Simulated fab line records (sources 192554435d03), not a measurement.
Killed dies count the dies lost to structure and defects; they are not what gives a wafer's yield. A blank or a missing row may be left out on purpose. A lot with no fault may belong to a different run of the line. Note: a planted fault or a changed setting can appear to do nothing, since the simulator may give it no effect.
Chamber matching / flow n5-finfet / pecvd-04 running N5_BEOL_M11_DEP_56: 3 sister chambers
The step deposits SiCN from 3MS/NH3, target thk 30 nm, time 10.5 s. 6 wafers are shown with their chamber, then 10 later ones without.

== WAFERS, EACH WITH ITS CHAMBER ==
wafer=L082.5; chamber=1; throttle-valve-pct (%)=19.0; showerhead-plenum-p-Torr (Torr)=4.165
wafer=L085.2; chamber=1; throttle-valve-pct (%)=18.9; showerhead-plenum-p-Torr (Torr)=4.163
wafer=L085.3; chamber=0; throttle-valve-pct (%)=18.2; showerhead-plenum-p-Torr (Torr)=4.171
wafer=L085.4; chamber=2; throttle-valve-pct (%)=17.0; showerhead-plenum-p-Torr (Torr)=4.133
wafer=L089.1; chamber=2; throttle-valve-pct (%)=16.9; showerhead-plenum-p-Torr (Torr)=4.125
wafer=L089.2; chamber=0; throttle-valve-pct (%)=18.1; showerhead-plenum-p-Torr (Torr)=4.176

== WAFERS MISSING THEIR CHAMBER ==
wafer=L089.3; throttle-valve-pct (%)=19.0; showerhead-plenum-p-Torr (Torr)=4.158
wafer=L094.2; throttle-valve-pct (%)=16.6; showerhead-plenum-p-Torr (Torr)=4.133
wafer=L094.3; throttle-valve-pct (%)=18.9; showerhead-plenum-p-Torr (Torr)=4.162
wafer=L094.4; throttle-valve-pct (%)=17.9; showerhead-plenum-p-Torr (Torr)=4.188
wafer=L095.1; throttle-valve-pct (%)=17.9; showerhead-plenum-p-Torr (Torr)=4.177
wafer=L095.3; throttle-valve-pct (%)=18.8; showerhead-plenum-p-Torr (Torr)=4.160
wafer=L095.5; throttle-valve-pct (%)=19.0; showerhead-plenum-p-Torr (Torr)=4.165
wafer=L097.2; throttle-valve-pct (%)=19.1; showerhead-plenum-p-Torr (Torr)=4.151
wafer=L097.3; throttle-valve-pct (%)=18.0; showerhead-plenum-p-Torr (Torr)=4.192
wafer=L097.5; throttle-valve-pct (%)=17.9; showerhead-plenum-p-Torr (Torr)=4.179

== WHICH CHAMBER EACH WENT THROUGH ==
wafer=L089.3; from the rows above=1; in truth=1
wafer=L094.2; from the rows above=2; in truth=2
wafer=L094.3; from the rows above=1; in truth=1
wafer=L094.4; from the rows above=0; in truth=0
wafer=L095.1; from the rows above=0; in truth=0
wafer=L095.3; from the rows above=1; in truth=1
wafer=L095.5; from the rows above=1; in truth=1
wafer=L097.2; from the rows above=1; in truth=1
wafer=L097.3; from the rows above=0; in truth=0
wafer=L097.5; from the rows above=0; in truth=0
10 of 10 placed correctly. Not placeable from these rows: 0. Number placed wrongly: 0.
How it was worked out, from the rows above alone: a wafer's distance from a chamber is the root of the sum, over the readings, of the square of ((its reading less the chamber's mean) divided by the reading's scatter). The wafer belongs to the nearest chamber; if the next one is less than 2 further off, it can't be placed. Each chamber's mean is taken over the wafers shown for it. The scatter is the square root of a quotient: the sum, over the shown wafers, of each reading's squared deviation from its chamber's mean, divided by wafers minus chambers.
